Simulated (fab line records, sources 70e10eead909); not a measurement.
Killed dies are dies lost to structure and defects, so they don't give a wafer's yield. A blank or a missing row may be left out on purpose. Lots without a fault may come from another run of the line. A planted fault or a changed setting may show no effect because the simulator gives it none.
Chamber matching | flow nand_harc | NHARC_A_STAIRCASE_DEP_301 on pecvd-04: 3 sister chambers
The step deposits SiON, target thk 30 nm. 3 wafers are shown with their chamber, then 11 later ones without.

WAFERS WITH THEIR CHAMBER
wafer  | chamber | heater_power_w (W)
L086.3 | 1       | 718
L087.6 | 2       | 754
L090.1 | 0       | 982

WAFERS WITHOUT THEIR CHAMBER
wafer  | heater_power_w (W)
L090.2 | 633
L090.6 | 976
L093.2 | 996
L093.3 | 786
L093.4 | 664
L093.1 | 664
L093.5 | 970
L093.6 | 759
L094.2 | 677
L094.3 | 903
L094.5 | 678

WHICH CHAMBER EACH WENT THROUGH
wafer  | from the rows above     | in truth
L090.2 | can't be placed: 1 or 2 | 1
L090.6 | 0                       | 0
L093.2 | 0                       | 0
L093.3 | can't be placed: 2 or 1 | 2
L093.4 | can't be placed: 1 or 2 | 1
L093.1 | can't be placed: 1 or 2 | 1
L093.5 | 0                       | 0
L093.6 | can't be placed: 2 or 1 | 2
L094.2 | can't be placed: 1 or 2 | 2
L094.3 | can't be placed: 0 or 2 | 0
L094.5 | can't be placed: 1 or 2 | 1
Placed correctly: 3 of 11. Can't be placed from these rows: 8 (the true chamber is among the candidates in 8). Placed wrongly: 0.
How it was worked out, from the rows above alone: a wafer's distance from a chamber is the root of the sum, over the readings, of the square of ((its reading less the chamber's mean) divided by the reading's scatter). The wafer belongs to the nearest chamber; if the next one is less than 2 further off, it can't be placed. A chamber's mean is the mean of its shown wafers. The scatter: with one shown wafer a chamber, the root of the mean of the squares of how far each hidden wafer lies from its nearest shown one.
